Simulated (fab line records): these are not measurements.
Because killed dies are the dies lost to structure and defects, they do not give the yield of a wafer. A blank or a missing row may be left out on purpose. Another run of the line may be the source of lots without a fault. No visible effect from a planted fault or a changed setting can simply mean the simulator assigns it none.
Chamber matching | flow n5 finfet | N5_SD_EPI_N_ETCH_35 on rie diel-05: 4 sister chambers
The step etches SOC in N2/H2, overetch 108 nm, time 486 s. 8 wafers are shown with their chamber, then 7 later ones without.

EACH WAFER AND ITS CHAMBER
wafer  | chamber | throttle valve pct (%) | showerhead plenum p Torr (Torr)
L081.2 | 2       | 24.0                   | 2.64
L088.3 | 2       | 24.1                   | 2.63
L088.5 | 1       | 22.9                   | 2.63
L091.1 | 0       | 24.1                   | 2.46
L091.5 | 3       | 24.4                   | 2.60
L091.6 | 0       | 24.1                   | 2.46
L092.1 | 1       | 22.9                   | 2.63
L092.3 | 3       | 24.4                   | 2.60

WAFERS WITH NO CHAMBER GIVEN
wafer  | throttle valve pct (%) | showerhead plenum p Torr (Torr)
L092.4 | 24.1                   | 2.46
L094.2 | 24.4                   | 2.60
L094.3 | 24.1                   | 2.46
L094.5 | 22.9                   | 2.63
L097.2 | 24.4                   | 2.59
L097.5 | 24.1                   | 2.45
L097.6 | 22.9                   | 2.62

EACH ONE'S CHAMBER
wafer  | from the rows above | in truth
L092.4 | 0                   | 0
L094.2 | 3                   | 3
L094.3 | 0                   | 0
L094.5 | 1                   | 1
L097.2 | 3                   | 3
L097.5 | 0                   | 0
L097.6 | 1                   | 1
7 of 7 placed correctly. Number that these rows cannot place: 0. Wrongly placed: 0.
How it was worked out, from the rows above alone: a wafer's distance from a chamber is the root of the sum, over the readings, of the square of ((its reading less the chamber's mean) divided by the reading's scatter). If the next closest chamber is less than 2 further off than the closest, the wafer can't be placed; otherwise it belongs to the closest. The mean given for a chamber averages the wafers shown for that chamber. The scatter: the root of (the sum of the squares of (reading less its chamber's mean) over the shown wafers, divided by (wafers less chambers)).
